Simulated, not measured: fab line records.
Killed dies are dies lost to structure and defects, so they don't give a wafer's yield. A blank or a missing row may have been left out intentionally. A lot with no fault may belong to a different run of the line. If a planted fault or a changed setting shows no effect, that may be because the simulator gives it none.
The tool behind it: which one? / flow n5 finfet / 8 lots, 24 wafers sampled, at 8 steps of a route of 1938

== WHAT THE GAUGES READ, wafer by wafer ==
N5_BEOL_M4_RC_MEAS_101. Usual: DIBL_N 35.9 mV/V, standard deviation 1.6; DIBL_P 35.6 mV/V, standard deviation 2.1; IOFF_N 0.149 nA/um, standard deviation 0.029; IOFF_P 0.20 nA/um, standard deviation 0.033; ION_N 671 uA/um, standard deviation 11; ION_P 460 uA/um, standard deviation 7.3; SS_N 71.4 mV/dec, standard deviation 0.62; SS_P 73.2 mV/dec, standard deviation 0.65; VT_N 251 mV, standard deviation 3.1; VT_P -251 mV, standard deviation 3.4.
lot=L901; measured=day 9 13:25; on=prober-02; DIBL_N (mV/V)=38.3 35.9 35.0; DIBL_P (mV/V)=37.6 34.8 33.7; IOFF_N (nA/um)=0.182 0.149 0.126; IOFF_P (nA/um)=0.26 0.22 0.19; ION_N (uA/um)=680 675 663; ION_P (uA/um)=468 471 461; SS_N (mV/dec)=72.3 71.2 70.9; SS_P (mV/dec)=73.0 72.7 72.9; VT_N (mV)=247 250 252; VT_P (mV)=-248 -245 -251; flag=
lot=L909; measured=day 11 17:20; on=prober-01; DIBL_N (mV/V)=37.1 37.1 37.4; DIBL_P (mV/V)=35.7 36.3 37.6; IOFF_N (nA/um)=0.152 0.158 0.155; IOFF_P (nA/um)=0.18 0.19 0.20; ION_N (uA/um)=673 670 677; ION_P (uA/um)=462 464 460; SS_N (mV/dec)=71.7 72.0 72.0; SS_P (mV/dec)=73.0 73.3 73.9; VT_N (mV)=252 250 251; VT_P (mV)=-253 -253 -250; flag=
lot=L911; measured=day 12 09:48; on=prober-02; DIBL_N (mV/V)=37.3 36.2 36.7; DIBL_P (mV/V)=38.0 35.3 35.5; IOFF_N (nA/um)=0.163 0.141 0.150; IOFF_P (nA/um)=0.23 0.18 0.19; ION_N (uA/um)=665 656 661; ION_P (uA/um)=458 450 458; SS_N (mV/dec)=72.7 71.8 72.4; SS_P (mV/dec)=73.9 73.1 73.3; VT_N (mV)=250 253 253; VT_P (mV)=-251 -257 -254; flag=
lot=L912; measured=day 12 13:02; on=prober-02; DIBL_N (mV/V)=35.2 36.1 35.1; DIBL_P (mV/V)=34.7 35.8 34.6; IOFF_N (nA/um)=0.118 0.131 0.127; IOFF_P (nA/um)=0.16 0.18 0.16; ION_N (uA/um)=661 667 680; ION_P (uA/um)=454 457 464; SS_N (mV/dec)=71.2 71.2 70.7; SS_P (mV/dec)=73.4 73.6 73.3; VT_N (mV)=254 255 251; VT_P (mV)=-257 -252 -255; flag=
lot=L913; measured=day 12 17:01; on=prober-02; DIBL_N (mV/V)=35.2 34.2 35.3; DIBL_P (mV/V)=34.6 32.9 34.5; IOFF_N (nA/um)=0.132 0.123 0.137; IOFF_P (nA/um)=0.20 0.18 0.19; ION_N (uA/um)=664 653 656; ION_P (uA/um)=459 455 454; SS_N (mV/dec)=71.1 71.3 71.7; SS_P (mV/dec)=73.1 72.2 72.8; VT_N (mV)=252 254 253; VT_P (mV)=-249 -251 -250; flag=
lot=L914; measured=day 12 19:22; on=prober-01; DIBL_N (mV/V)=35.7 33.7 36.3; DIBL_P (mV/V)=34.9 32.6 35.9; IOFF_N (nA/um)=0.132 0.110 0.150; IOFF_P (nA/um)=0.20 0.17 0.21; ION_N (uA/um)=672 651 664; ION_P (uA/um)=465 454 453; SS_N (mV/dec)=72.0 70.9 71.7; SS_P (mV/dec)=73.4 72.2 73.2; VT_N (mV)=254 254 252; VT_P (mV)=-250 -249 -248; flag=
lot=L915; measured=day 13 00:59; on=prober-02; DIBL_N (mV/V)=36.6 35.3 35.5; DIBL_P (mV/V)=35.6 35.2 34.1; IOFF_N (nA/um)=0.183 0.175 0.161; IOFF_P (nA/um)=0.23 0.23 0.20; ION_N (uA/um)=677 686 670; ION_P (uA/um)=466 469 457; SS_N (mV/dec)=72.1 71.3 72.1; SS_P (mV/dec)=73.3 73.8 73.5; VT_N (mV)=245 245 248; VT_P (mV)=-249 -248 -251; flag=
lot=L917; measured=day 13 15:45; on=prober-02; DIBL_N (mV/V)=34.6 34.9 35.7; DIBL_P (mV/V)=34.7 33.6 34.8; IOFF_N (nA/um)=0.133 0.135 0.154; IOFF_P (nA/um)=0.19 0.16 0.19; ION_N (uA/um)=665 679 681; ION_P (uA/um)=458 461 459; SS_N (mV/dec)=71.8 71.3 71.5; SS_P (mV/dec)=72.8 72.4 73.6; VT_N (mV)=251 252 250; VT_P (mV)=-251 -253 -249; flag=

N5_BEOL_M14_OVL_MEAS_29. Usual: M14_OVL typically reads 1 nm, with standard deviation 5.7.
lot=L901; measured=day 12 18:28; on=overlay-02; M14_OVL (nm)=4 9 3; flag=
lot=L909; measured=day 14 21:24; on=overlay-01; M14_OVL (nm)=-6 -8 -9; flag=
lot=L911; measured=day 15 13:49; on=overlay-02; M14_OVL (nm)=-5 -3 3; flag=
lot=L912; measured=day 15 13:02; on=overlay-02; M14_OVL (nm)=-2 10 5; flag=
lot=L913; measured=day 15 14:49; on=overlay-02; M14_OVL (nm)=7 6 4; flag=
lot=L914; measured=day 15 23:14; on=overlay-01; M14_OVL (nm)=4 -6 5; flag=
lot=L915; measured=day 16 03:35; on=overlay-02; M14_OVL (nm)=7 6 8; flag=
lot=L917; measured=day 16 20:50; on=overlay-01; M14_OVL (nm)=-2 -1 -1; flag=

N5_BEOL_M14_THK_MEAS_50: measures by xrf. Usual: M14_THK typically reads 530 nm, with standard deviation 9.5.
lot=L901; measured=day 12 22:37; on=film metro-02; M14_THK (nm)=523 536 546; flag=
lot=L909; measured=day 15 00:28; on=film metro-02; M14_THK (nm)=1193 1185 1174; flag=OFF
lot=L911; measured=day 15 16:44; on=film metro-01; M14_THK (nm)=1187 1202 1169; flag=OFF
lot=L912; measured=day 15 15:16; on=film metro-01; M14_THK (nm)=1188 1191 1190; flag=OFF
lot=L913; measured=day 15 19:17; on=film metro-01; M14_THK (nm)=513 527 539; flag=
lot=L914; measured=day 16 07:18; on=film metro-01; M14_THK (nm)=508 537 534; flag=
lot=L915; measured=day 16 07:45; on=film metro-01; M14_THK (nm)=527 534 527; flag=
lot=L917; measured=day 16 23:34; on=film metro-01; M14_THK (nm)=530 532 528; flag=

N5_BEOL_M14_RS_MEAS_54: measurement is done with a four-point probe. Usual: M14_RS typically reads 0.0331 ohm/sq, with standard deviation 0.00062.
lot=L901; measured=day 12 22:45; on=film metro-02; M14_RS (ohm/sq)=0.0338 0.0328 0.0323; flag=
lot=L909; measured=day 15 00:35; on=film metro-02; M14_RS (ohm/sq)=0.0135 0.0135 0.0136; flag=OFF
lot=L911; measured=day 15 16:52; on=film metro-01; M14_RS (ohm/sq)=0.0136 0.0135 0.0138; flag=OFF
lot=L912; measured=day 15 15:24; on=film metro-02; M14_RS (ohm/sq)=0.0135 0.0135 0.0135; flag=OFF
lot=L913; measured=day 15 19:25; on=film metro-02; M14_RS (ohm/sq)=0.0344 0.0332 0.0326; flag=
lot=L914; measured=day 16 07:26; on=film metro-01; M14_RS (ohm/sq)=0.0346 0.0326 0.0327; flag=
lot=L915; measured=day 16 07:53; on=film metro-02; M14_RS (ohm/sq)=0.0336 0.0328 0.0334; flag=
lot=L917; measured=day 16 23:43; on=film metro-02; M14_RS (ohm/sq)=0.0329 0.0329 0.0331; flag=

N5_BEOL_M14_INSPECT_55: inspects for defects (darkfield). Usual: 73 for raw defect count, sd 24.
lot=L901; measured=day 12 22:47; on=defect inspect-01; raw defect count=113 176 122; flag=
lot=L909; measured=day 15 00:37; on=defect inspect-01; raw defect count=6487 6394 6575; flag=OFF
lot=L911; measured=day 15 16:53; on=defect inspect-01; raw defect count=6555 6392 6593; flag=OFF
lot=L912; measured=day 15 15:26; on=defect inspect-02; raw defect count=6492 6540 6489; flag=OFF
lot=L913; measured=day 15 19:27; on=defect inspect-01; raw defect count=63 106 113; flag=
lot=L914; measured=day 16 07:27; on=defect inspect-01; raw defect count=81 75 83; flag=
lot=L915; measured=day 16 07:54; on=defect inspect-02; raw defect count=67 47 92; flag=
lot=L917; measured=day 16 23:45; on=defect inspect-01; raw defect count=41 31 64; flag=

== WHICH TOOL RAN EACH LOT (tool, then ch and the chambers of the sampled wafers, then the start) ==
lot=L901; N5_BEOL_M14_STRIP_37=rie diel-06 ch 0,1,3, day 12 20:35; N5_BEOL_M14_PRE_CLEAN_42=pvd sputter-03, day 12 21:31; N5_BEOL_M14_CMP_49=cmp-03 ch 0,1,3, day 12 22:26
lot=L909; N5_BEOL_M14_STRIP_37=rie diel-06 ch 1,3, day 14 22:11; N5_BEOL_M14_PRE_CLEAN_42=pvd sputter-01, day 14 22:50; N5_BEOL_M14_CMP_49=cmp-04 ch 1,2, day 15 00:10
lot=L911; N5_BEOL_M14_STRIP_37=rie diel-05 ch 0,1, day 15 15:06; N5_BEOL_M14_PRE_CLEAN_42=pvd sputter-02, day 15 15:38; N5_BEOL_M14_CMP_49=cmp-01 ch 0,2, day 15 16:26
lot=L912; N5_BEOL_M14_STRIP_37=rie diel-02 ch 1,2,3, day 15 13:44; N5_BEOL_M14_PRE_CLEAN_42=pvd sputter-03, day 15 14:10; N5_BEOL_M14_CMP_49=cmp-03 ch 0,1,3, day 15 15:01
lot=L913; N5_BEOL_M14_STRIP_37=rie diel-06 ch 1,2,3, day 15 16:00; N5_BEOL_M14_PRE_CLEAN_42=pvd sputter-02, day 15 18:12; N5_BEOL_M14_CMP_49=cmp-01 ch 0,2,3, day 15 19:02
lot=L914; N5_BEOL_M14_STRIP_37=rie diel-02 ch 0,1,3, day 16 05:20; N5_BEOL_M14_PRE_CLEAN_42=pvd sputter-02, day 16 06:02; N5_BEOL_M14_CMP_49=cmp-04 ch 0,1,3, day 16 07:02
lot=L915; N5_BEOL_M14_STRIP_37=rie diel-05 ch 0,3, day 16 05:47; N5_BEOL_M14_PRE_CLEAN_42=pvd sputter-01, day 16 06:23; N5_BEOL_M14_CMP_49=cmp-01 ch 0,1,2, day 16 07:29
lot=L917; N5_BEOL_M14_STRIP_37=rie diel-06 ch 0,3, day 16 21:57; N5_BEOL_M14_PRE_CLEAN_42=pvd sputter-03, day 16 22:28; N5_BEOL_M14_CMP_49=cmp-03 ch 0,1,3, day 16 23:16
- N5_BEOL_M14_STRIP_37: strips in O2.
- N5_BEOL_M14_PRE_CLEAN_42: time 30 s.
- N5_BEOL_M14_CMP_49: polishes, stops on SiO2, t overpolish 5.2 s, target thk 560 nm.

== WHAT THE TOOLS THEMSELVES READ (means of the sampled wafers that have a number; where no wafer has one, the mark that the record gives instead) ==
N5_BEOL_M14_STRIP_37. Usual: drypump motor current A 5.8 A, standard deviation 0.47; oes product au 0.77 a.u., standard deviation 0.087; rf vpp V 3.8 V, standard deviation 1; showerhead plenum p Torr 2.11 Torr, standard deviation 0.049; throttle valve pct 16.8 %, standard deviation 0.32.
lot=L901; tool=rie diel-06; drypump motor current A (A)=5.9; oes product au (a.u.)=0.71; rf vpp V (V)=3.9; showerhead plenum p Torr (Torr)=2.11; throttle valve pct (%)=17.0; flag=
lot=L909; tool=rie diel-06; drypump motor current A (A)=5.7; oes product au (a.u.)=0.91; rf vpp V (V)=3.6; showerhead plenum p Torr (Torr)=2.14; throttle valve pct (%)=16.6; flag=
lot=L911; tool=rie diel-05; drypump motor current A (A)=5.7; oes product au (a.u.)=0.74; rf vpp V (V)=3.8; showerhead plenum p Torr (Torr)=2.09; throttle valve pct (%)=17.0; flag=
lot=L912; tool=rie diel-02; drypump motor current A (A)=5.8; oes product au (a.u.)=0.76; rf vpp V (V)=4.5; showerhead plenum p Torr (Torr)=2.07; throttle valve pct (%)=16.8; flag=
lot=L913; tool=rie diel-06; drypump motor current A (A)=5.6; oes product au (a.u.)=0.80; rf vpp V (V)=3.5; showerhead plenum p Torr (Torr)=2.11; throttle valve pct (%)=16.7; flag=
lot=L914; tool=rie diel-02; drypump motor current A (A)=6.2; oes product au (a.u.)=0.80; rf vpp V (V)=3.9; showerhead plenum p Torr (Torr)=2.10; throttle valve pct (%)=16.6; flag=
lot=L915; tool=rie diel-05; drypump motor current A (A)=5.5; oes product au (a.u.)=0.74; rf vpp V (V)=3.6; showerhead plenum p Torr (Torr)=2.17; throttle valve pct (%)=16.8; flag=
lot=L917; tool=rie diel-06; drypump motor current A (A)=5.9; oes product au (a.u.)=0.82; rf vpp V (V)=3.2; showerhead plenum p Torr (Torr)=2.09; throttle valve pct (%)=16.9; flag=

N5_BEOL_M14_PRE_CLEAN_42. Usual: 449 W for heater power w, sd 34.
lot=L901; tool=pvd sputter-03; heater power w (W)=418; flag=
lot=L909; tool=pvd sputter-01; heater power w (W)=448; flag=
lot=L911; tool=pvd sputter-02; heater power w (W)=433; flag=
lot=L912; tool=pvd sputter-03; heater power w (W)=453; flag=
lot=L913; tool=pvd sputter-02; heater power w (W)=430; flag=
lot=L914; tool=pvd sputter-02; heater power w (W)=417; flag=
lot=L915; tool=pvd sputter-01; heater power w (W)=444; flag=
lot=L917; tool=pvd sputter-03; heater power w (W)=443; flag=

N5_BEOL_M14_CMP_49. Usual: barrier field endpoint s 11.39 s, standard deviation 0.27; clearing platen down force psi 2.000 psi, standard deviation 0.0041; head pressure psi 2.000 psi, standard deviation 0.004; motor current A 8.2 A, standard deviation 0.85; overpolish run s 5.199 s, standard deviation 0.009; pad life wafers 909, standard deviation 540; time to endpoint s 122 s, standard deviation 3.9.
lot=L901; tool=cmp-03; barrier field endpoint s (s)=11.50; clearing platen down force psi (psi)=1.999; head pressure psi (psi)=2.002; motor current A (A)=8.7; overpolish run s (s)=5.199; pad life wafers=243; time to endpoint s (s)=124; flag=
lot=L909; tool=cmp-04; barrier field endpoint s (s)=-; clearing platen down force psi (psi)=-; head pressure psi (psi)=-; motor current A (A)=-; overpolish run s (s)=-; pad life wafers=-; time to endpoint s (s)=-; flag=OFF
lot=L911; tool=cmp-01; barrier field endpoint s (s)=-; clearing platen down force psi (psi)=-; head pressure psi (psi)=-; motor current A (A)=-; overpolish run s (s)=-; pad life wafers=-; time to endpoint s (s)=-; flag=OFF
lot=L912; tool=cmp-03; barrier field endpoint s (s)=-; clearing platen down force psi (psi)=-; head pressure psi (psi)=-; motor current A (A)=-; overpolish run s (s)=-; pad life wafers=-; time to endpoint s (s)=-; flag=OFF
lot=L913; tool=cmp-01; barrier field endpoint s (s)=11.75; clearing platen down force psi (psi)=1.998; head pressure psi (psi)=2.002; motor current A (A)=8.0; overpolish run s (s)=5.191; pad life wafers=2066; time to endpoint s (s)=127; flag=
lot=L914; tool=cmp-04; barrier field endpoint s (s)=11.51; clearing platen down force psi (psi)=1.999; head pressure psi (psi)=2.001; motor current A (A)=8.5; overpolish run s (s)=5.205; pad life wafers=1442; time to endpoint s (s)=124; flag=
lot=L915; tool=cmp-01; barrier field endpoint s (s)=11.24; clearing platen down force psi (psi)=1.996; head pressure psi (psi)=2.002; motor current A (A)=7.9; overpolish run s (s)=5.193; pad life wafers=50; time to endpoint s (s)=119; flag=
lot=L917; tool=cmp-03; barrier field endpoint s (s)=11.49; clearing platen down force psi (psi)=1.999; head pressure psi (psi)=2.002; motor current A (A)=8.7; overpolish run s (s)=5.200; pad life wafers=1022; time to endpoint s (s)=123; flag=

== THE ANSWER, worked out from the rows above alone ==
Rule: a lot counts as off when the mean over its wafers that have a number is more than 3 standard deviations away from the usual mean. Also off: a lot with no number at a reading for which 4 or more lots have one. Any other lot the step has rows for is counted as sound. Order of review: gauges by route order, followed by the tools' own readings, for which a lot's mean as printed above is used. The first step at which some lot is off is used, and at that step the reading that is off furthest; a lot without a number counts as furthest.
Off: L909, L911, L912, at N5_BEOL_M14_THK_MEAS_50 (M14_THK).
A tool fits if, at a process step before that reading, it ran every lot that is off, and no sound lot after the first of them. Not tried: the gauges at N5_BEOL_M14_THK_MEAS_50; whatever is off there is also off at N5_BEOL_M14_INSPECT_55, on other tools, and gauge error can't account for it. None of those tried fits.

== WHAT THE SIMULATOR PUT IN ==
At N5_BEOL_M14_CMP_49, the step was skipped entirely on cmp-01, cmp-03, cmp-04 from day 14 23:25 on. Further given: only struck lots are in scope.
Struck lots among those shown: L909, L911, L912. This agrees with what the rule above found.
